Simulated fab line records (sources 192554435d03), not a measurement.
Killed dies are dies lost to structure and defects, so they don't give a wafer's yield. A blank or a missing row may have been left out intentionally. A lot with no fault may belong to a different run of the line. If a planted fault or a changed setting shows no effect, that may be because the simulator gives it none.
fab line records	flow n5Finfet
[record] lots = 11	wafers = 33	lastDay = 19
route steps=1938 shown BEOL_M11@1536 PASSIVATION@1936
lots that met no fault: taken from a fault-free run of the same line
startH: the number of hours between the record's first day and the start of the first shown wafer of the lot	waitH: time in hours since the lot's previous step	" the same as in the row above	L1.1+2: a row that stands for several wafers	- no value, or no start given	* or withheld: withheld	< > ~ a bound
route shown NAME@n: NAME is a module with steps in the file, n the number in the route of the first one	usual: mean and standard deviation over wafers with no fault	same: alike in all rows	chamber/n: place in a boat	sites: readings site by site	_std_site: how widely they spread, as a standard deviation	_edge_site: mean of outer sites minus mean of inner sites	radiusMm: for every site, how far away it sits from the centre of the wafer	mask NAME#n: copy n	behind: the most recent tool/chamber to have shaped the wafer	hold: reason for holding the lot/hours on hold/outcome of the hold	device: whichever transistor did not switch (one of n, p or np)	end of line: tests of these same wafers at the route's end	a step given without rows: its recipe and nothing more	killed: at the first sort, the dies lost to defects and structure; wafer yield is something else	map: a wafer's dies, x killed, . not, _ none there
set.NAME: the run value of the setting; set.NAME@STEP: its run value at that earlier step	model.NAME: the simulator's own value behind a step, which no gauge read
one table for each step of the route and one row for each wafer, over a sample of lots
services: when a tool's chamber went out of use (startH, in hours from the record's first day, below 0 if earlier), for how many hours, and the reason
[[steps]]
[step N5_BEOL_M11_ILD_DEP_00]
[recipe] material = SiCOH_lowk	targetThkA = 3085.1	tempC = 300	precursor = DEMS/porogen	pressureTorr = 5	rfW = 500	timeS = 58
[usual] heaterPowerW = 291/42	showerheadPlenumPTorr = 5.736/0.015	throttleValvePct = 13.7/0.72
lot.wafer	tool	chamber	startH	waitH	heaterPowerW	showerheadPlenumPTorr	sinceWetCleanH	throttleValvePct
L599.1	pecvd-02	2	241.26	0.0	303	5.741	547	13.0
L599.4	"	2	"	"	311	5.740	-	12.8
L599.6	"	0	"	"	295	5.723	-	13.6
L602.1	pecvd-04	0	282.19	0.0	221	5.717	552	13.2
L602.3	"	2	"	"	258	5.738	400	13.3
L602.5	"	0	"	"	222	5.704	-	13.1
L601.2	pecvd-01	2	285.41	0.0	268	5.743	54	13.3
L601.3	"	1	"	"	277	5.746	1533	15.1
L601.5	"	1	"	"	275	5.725	-	15.0
L603.1	pecvd-01	0	286.04	0.0	356	5.766	809	14.3
L603.2	"	2	"	"	291	5.747	55	13.2
L603.6	"	0	"	"	364	5.758	-	13.7
L605.2	pecvd-01	1	289.21	0.0	269	5.734	1537	14.9
L605.4	"	0	"	"	371	5.759	-	14.1
L605.6	"	1	"	"	279	5.725	-	15.0
L608.1	pecvd-02	2	321.80	0.0	264	5.752	627	13.0
L608.3	"	1	"	"	323	5.730	2113	13.5
L608.5	"	2	"	"	271	5.737	-	12.9
L613.2	pecvd-02	1	336.86	0.0	304	5.739	2128	13.2
L613.5	"	0	"	"	244	5.722	-	13.5
L613.6	"	2	"	"	279	5.745	-	12.9
L617.2	pecvd-04	1	373.26	0.0	331	5.723	1983	14.8
L617.5	"	2	"	"	277	5.752	-	13.2
L617.6	"	0	"	"	219	5.729	-	13.3
L616.3	pecvd-02	2	375.82	0.0	252	5.738	681	12.7
L616.5	"	1	"	"	326	5.740	-	13.5
L616.6	"	0	"	"	271	5.738	-	13.6
L618.1	pecvd-01	0	378.09	0.0	344	5.772	901	14.3
L618.2	"	1	"	"	285	5.742	1626	15.0
L618.5	"	2	"	"	294	5.741	-	13.2
L619.3	pecvd-01	1	396.72	0.0	280	5.733	1644	15.2
L619.4	"	1	"	"	283	5.730	-	15.0
L619.5	"	2	"	"	279	5.742	-	13.5
[step N5_BEOL_M11_CURE_71]
[recipe] tempC = 385	timeS = 240	ambient = He/Ar	material = SiCOH_lowk
[usual] lampPowerPct = 52.32/0.059	wafer_temp_C_max = 386.7/0.45
lot.wafer	tool	chamber	startH	waitH	lampPowerPct	wafer_temp_C_max
L599.1	uvCure-03	1	241.34	0.0	52.22	386.5
L599.4	"	1	"	"	52.26	387.3
L599.6	"	1	"	"	52.35	386.9
L602.1	uvCure-03	0	282.27	0.0	52.34	387.2
L602.3	"	0	"	"	52.29	386.3
L602.5	"	0	"	"	52.33	387.2
L601.2	uvCure-02	0	285.65	0.2	52.32	386.8
L601.3	"	0	"	"	52.37	387.2
L601.5	"	0	"	"	52.38	386.8
L603.1	uvCure-03	0	286.25	0.2	52.36	386.9
L603.2	"	0	"	"	52.36	387.0
L603.6	"	0	"	"	52.33	386.5
L605.2	uvCure-02	0	289.44	0.2	52.34	386.4
L605.4	"	0	"	"	52.30	387.6
L605.6	"	0	"	"	52.36	387.0
L608.1	uvCure-02	1	321.88	0.0	52.35	386.9
L608.3	"	1	"	"	52.33	386.7
L608.5	"	1	"	"	52.31	386.8
L613.2	uvCure-01	1	337.02	0.1	52.34	386.4
L613.5	"	1	"	"	52.32	385.6
L613.6	"	1	"	"	52.41	385.9
L617.2	uvCure-01	1	373.42	0.1	52.27	386.0
L617.5	"	1	"	"	52.39	386.4
L617.6	"	1	"	"	52.34	386.4
L616.3	uvCure-03	2	376.05	0.2	52.30	386.1
L616.5	"	2	"	"	52.26	385.7
L616.6	"	2	"	"	52.28	386.5
L618.1	uvCure-02	1	378.16	0.0	52.30	386.0
L618.2	"	1	"	"	52.31	386.6
L618.5	"	1	"	"	52.36	386.3
L619.3	uvCure-02	1	396.96	0.2	52.41	386.7
L619.4	"	1	"	"	52.39	386.4
L619.5	"	1	"	"	52.34	386.9
[step N5_BEOL_M11_PECVD_70]
[recipe] material = SiO2	targetThkA = 200	tempC = 400	precursor = TEOS/O2	pressureTorr = 5.5	rfW = 450	teosFlowSccm = 53.8	gas = O2	flowSccm = 3000	timeS = 22.7
[usual] heaterPowerW = 678/94	showerheadPlenumPTorr = 8.76/0.052	throttleValvePct = 22.2/1.2
lot.wafer	tool	chamber	startH	waitH	heaterPowerW	showerheadPlenumPTorr	sinceWetCleanH	throttleValvePct
L599.1	pecvd-02	2	241.89	0.0	652	8.78	547	20.5
L599.4	"	0	"	"	706	8.74	-	21.8
L599.6	"	2	"	"	639	8.79	-	20.7
L602.1	pecvd-01	0	282.82	0.0	677	8.83	805	22.3
L602.3	"	1	"	"	716	8.77	1530	24.5
L602.5	"	1	"	"	684	8.76	-	24.3
L601.2	pecvd-04	2	286.52	0.0	664	8.79	405	21.5
L601.3	"	1	"	"	827	8.74	1897	23.7
L601.5	"	0	"	"	522	8.68	-	21.0
L603.1	pecvd-04	0	286.80	0.0	536	8.68	557	21.2
L603.2	"	2	"	"	613	8.80	405	21.1
L603.6	"	0	"	"	542	8.68	-	21.0
L605.2	pecvd-04	0	290.31	0.0	555	8.69	560	21.1
L605.4	"	0	"	"	559	8.66	-	21.4
L605.6	"	1	"	"	844	8.72	-	23.6
L608.1	pecvd-04	1	322.43	0.0	840	8.74	1933	23.7
L608.3	"	2	"	"	598	8.81	440	21.2
L608.5	"	0	"	"	569	8.70	-	21.2
L613.2	pecvd-04	1	337.50	0.0	738	8.73	1948	23.4
L613.5	"	1	"	"	766	8.75	-	23.6
L613.6	"	2	"	"	636	8.80	-	21.4
L617.2	pecvd-04	0	373.89	0.0	539	8.69	644	21.3
L617.5	"	1	"	"	729	8.73	-	23.7
L617.6	"	2	"	"	584	8.79	-	21.1
L616.3	pecvd-01	2	376.44	0.0	626	8.81	145	21.5
L616.5	"	1	"	"	676	8.76	-	24.2
L616.6	"	0	"	"	810	8.84	-	23.1
L618.1	pecvd-01	1	378.71	0.0	722	8.79	1626	24.1
L618.2	"	0	"	"	757	8.84	901	22.8
L618.5	"	0	"	"	735	8.84	-	23.1
L619.3	pecvd-01	2	397.34	0.0	673	8.80	166	21.8
L619.4	"	0	"	"	795	8.85	-	22.9
L619.5	"	1	"	"	648	8.75	-	24.4
[step N5_BEOL_M11_COAT_05]
[recipe] resist = CAR-ArF	spinRpm = 1500	resistThkNm = 90
[usual] spinSpeedRpm = 1500.0/1
lot.wafer	tool	chamber	startH	waitH	spinSpeedRpm
L599.1	lithoTrack-02	0	244.10	-	1498.7
L599.4	"	0	"	"	1500.7
L599.6	"	0	"	"	1501.1
L602.1	lithoTrack-04	0	283.95	-	1499.3
L602.3	"	0	"	"	1498.5
L602.5	"	0	"	"	1501.3
L601.2	lithoTrack-04	0	287.34	-	1498.7
L601.3	"	0	"	"	1499.4
L601.5	"	0	"	"	1499.3
L603.1	lithoTrack-04	0	287.44	-	1459.9
L603.2	"	0	"	"	1460.9
L603.6	"	0	"	"	1460.8
L605.2	lithoTrack-04	0	292.78	-	1458.1
L605.4	"	0	"	"	1459.5
L605.6	"	0	"	"	1458.5
L608.1	lithoTrack-01	0	324.23	-	1498.2
L608.3	"	0	"	"	1498.6
L608.5	"	0	"	"	1498.6
L613.2	lithoTrack-01	0	339.54	-	1498.6
L613.5	"	0	"	"	1500.3
L613.6	"	0	"	"	1498.7
L617.2	lithoTrack-01	0	374.67	-	1500.9
L617.5	"	0	"	"	1500.0
L617.6	"	0	"	"	1500.6
L616.3	lithoTrack-04	0	377.14	-	1498.8
L616.5	"	0	"	"	1499.0
L616.6	"	0	"	"	1499.8
L618.1	lithoTrack-02	0	382.23	-	1500.2
L618.2	"	0	"	"	1499.1
L618.5	"	0	"	"	1499.6
L619.3	lithoTrack-04	0	398.73	-	1500.4
L619.4	"	0	"	"	1499.0
L619.5	"	0	"	"	1501.2
[step N5_PASSIVATION_PROBE_49]
[usual] defectLimitedYield = 91.4/1.5	killed_at_M0_to_M3 = 35/12	killed_at_M4_up = 13/5.8	killedAtContacts = 12/5.5	killedAtFrontEnd = 36/9.9	killedAtOther = 4/3.7	killedDies = 101/18	killedOpen = 66/13	killedShort = 33/8	sort_bin_4_leakage = 0.00/0.016	sort_bin_5_function = 5.0/1	sort_bin_6_memory = 3.2/0.67	sortNPass = 1079/18	sortYieldPct = 91.4/1.5
[same] grossDies = 1180	killedAtBackSide = 0	sort_bin_8_speed[%] = 0
lot.wafer	tool	chamber	startH	waitH	defectLimitedYield[%]	killed_at_M0_to_M3	killed_at_M4_up	killedAtContacts	killedAtFrontEnd	killedAtOther	killedDies	killedOpen	killedShort	sort_bin_4_leakage[%]	sort_bin_5_function[%]	sort_bin_6_memory[%]	sortNPass	sortYieldPct[%]
L601.2	prober-01	-	330.95	0.1	89.7	40	9	22	40	11	122	80	42	0	5.8	4.1	1058	89.7
L601.3	prober-01	-	331.00	0.1	92.4	27	11	17	32	3	90	60	29	0	4.5	2.8	1090	92.4
L601.5	prober-01	-	331.10	0.2	90.1	49	16	8	42	2	117	63	48	0	4.9	4.0	1063	90.1
L605.2	prober-01	-	332.39	0.1	91.2	23	8	12	53	8	104	63	40	0	4.6	3.7	1076	91.2
L605.4	prober-01	-	332.49	0.2	93.4	28	0	7	35	8	78	56	22	0	3.9	2.5	1102	93.4
L605.6	prober-01	-	332.59	0.3	89.5	40	11	9	59	5	124	96	28	0	6.5	3.7	1056	89.5
L613.2	prober-01	-	380.66	0.1	89.7	52	11	11	41	6	121	79	40	0	5.8	4.0	1059	89.7
L613.5	prober-01	-	380.81	0.2	89.9	50	17	18	27	7	119	85	33	0	6.3	3.7	1061	89.9
L613.6	prober-01	-	380.86	0.3	87.7	60	17	34	26	8	145	88	53	0	7.1	4.7	1035	87.7
// killed by level:class
L601.2 MOL_CONTACT_COAG:geometricParticle:open=17 BEOL_M0_SAQP:geometricParticle:short=10 BEOL_M2:geometricParticle:open=10 FIN_SAQP:geometricParticle:open=8 FIN_SAQP:geometricParticle:short=8 BEOL_M0_SAQP:geometricParticle:open=7 DUMMY_GATE:geometricParticle:open=6 STI_FIN_REVEAL:geometricParticle:open=6
L601.3 MOL_CONTACT_COAG:geometricParticle:open=14 BEOL_M0_SAQP:geometricParticle:open=9 BEOL_M0_SAQP:geometricParticle:short=8 FIN_SAQP:geometricParticle:short=7 STI_FIN_REVEAL:geometricParticle:open=6 BEOL_M4:geometricParticle:open=5 BEOL_M3:geometricParticle:open=5 FIN_SAQP:geometricParticle:open=4
L601.5 BEOL_M0_SAQP:geometricParticle:short=18 BEOL_M0_SAQP:geometricParticle:open=12 FIN_SAQP:geometricParticle:open=8 BEOL_M4:geometricParticle:open=7 FIN_SAQP:geometricParticle:short=6 BEOL_M3:geometricParticle:open=6 BEOL_M3:geometricParticle:short=6 HKMG_FIN:areaEtch=6
L605.2 STI_FIN_REVEAL:geometricParticle:open=13 STI_FIN_REVEAL:geometricParticle:short=10 MOL_CONTACT_COAG:geometricParticle:open=8 BEOL_M0_SAQP:geometricParticle:open=7 FIN_SAQP:geometricParticle:open=5 GATE_CUT:geometricParticle:short=5 BEOL_M1:geometricParticle:open=5 STARTING-WAFER:geometricParticle:short=5
L605.4 STI_FIN_REVEAL:geometricParticle:open=9 BEOL_M0_SAQP:geometricParticle:open=9 MOL_CONTACT_COAG:geometricParticle:open=6 BEOL_M0:geometricParticle:open=5 BEOL_M2:geometricParticle:open=5 BEOL_M0_SAQP:geometricParticle:short=4 BEOL_M3:geometricParticle:open=4 STI_FIN_REVEAL:geometricParticle:short=3
L605.6 FIN_SAQP:geometricParticle:open=20 BEOL_M3:geometricParticle:open=17 STI_FIN_REVEAL:geometricParticle:open=15 BEOL_M0_SAQP:geometricParticle:open=10 MOL_CONTACT_COAG:geometricParticle:open=8 FIN_SAQP:geometricParticle:short=5 STI_FIN_REVEAL:geometricParticle:short=4 BEOL_M0_SAQP:geometricParticle:short=4
L613.2 BEOL_M3:geometricParticle:open=12 STI_FIN_REVEAL:geometricParticle:open=10 BEOL_M0_SAQP:geometricParticle:open=10 DUMMY_GATE:geometricParticle:open=9 MOL_CONTACT_COAG:geometricParticle:open=8 BEOL_M0_SAQP:geometricParticle:short=8 BEOL_M8:geometricParticle:open=7 BEOL_M2:geometricParticle:open=7
L613.5 MOL_CONTACT_COAG:geometricParticle:open=16 BEOL_M2:geometricParticle:open=13 BEOL_M0_SAQP:geometricParticle:open=12 FIN_SAQP:geometricParticle:open=8 BEOL_M4:geometricParticle:open=8 BEOL_M3:geometricParticle:open=7 BEOL_M1:geometricParticle:short=5 BEOL_M0_SAQP:geometricParticle:short=4
L613.6 MOL_CONTACT_COAG:geometricParticle:open=26 BEOL_M1:geometricParticle:short=14 BEOL_M2:geometricParticle:open=10 GATE_CUT:geometricParticle:short=10 BEOL_M0_SAQP:geometricParticle:open=9 BEOL_M4:geometricParticle:open=9 MOL_CONTACT_COAG:geometricParticle:short=7 BEOL_M0_SAQP:geometricParticle:short=7
[[services]]
tool	chamber	startH	hours	kind
uvCure-02	-	219.29	5.2	repair
uvCure-03	-	219.56	0.6	repair
uvCure-01	-	228.44	7.5	pm
uvCure-02	-	228.80	7.5	pm
pecvd-04	1	255.55	2.1	scheduledDown
uvCure-03	-	257.37	1.0	pm
uvCure-01	-	263.48	1.6	repair
uvCure-02	-	277.83	1.0	pm
pecvd-02	1	295.21	5.2	repair
uvCure-03	-	302.85	2.1	pm
uvCure-03	-	305.90	7.5	pm
pecvd-01	2	328.77	2.1	scheduledDown
uvCure-03	-	334.19	3.4	pm
pecvd-01	1	338.48	5.5	scheduledDown
pecvd-02	2	342.80	2.1	scheduledDown
pecvd-04	2	359.90	5.5	scheduledDown
pecvd-01	1	365.72	2.1	scheduledDown
pecvd-02	1	377.29	5.5	scheduledDown
pecvd-01	0	380.40	5.5	scheduledDown
uvCure-02	-	382.09	2.1	pm
pecvd-02	1	383.66	-	clean
pecvd-02	1	383.66	-	consumableReplace:showerhead
pecvd-02	-	386.45	0.3	repair
pecvd-04	-	393.50	14.6	pm
[[key]]
[firstSign] step = N5_BEOL_M11_COAT_05	reading = spinSpeedRpm	direction = down	sigmas = 39	usual = *	struck = *
effect none on later readings
metAt N5_BEOL_M11_COAT_05
struckLots L603,L605
notActingAt N5_BEOL_M11_ILD_DEP_00,N5_BEOL_M11_CURE_71,N5_BEOL_M11_PECVD_70
onsetBetween 287.34 287.44
[fault] kind = processParameterDrift	tool = lithoTrack-04	chamber = -	onsetH = 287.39	steps = N5_BEOL_M11_COAT_05	channel = spinRpm	offset = *	shape = step	endH = 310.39	actsIn = *	stated = *
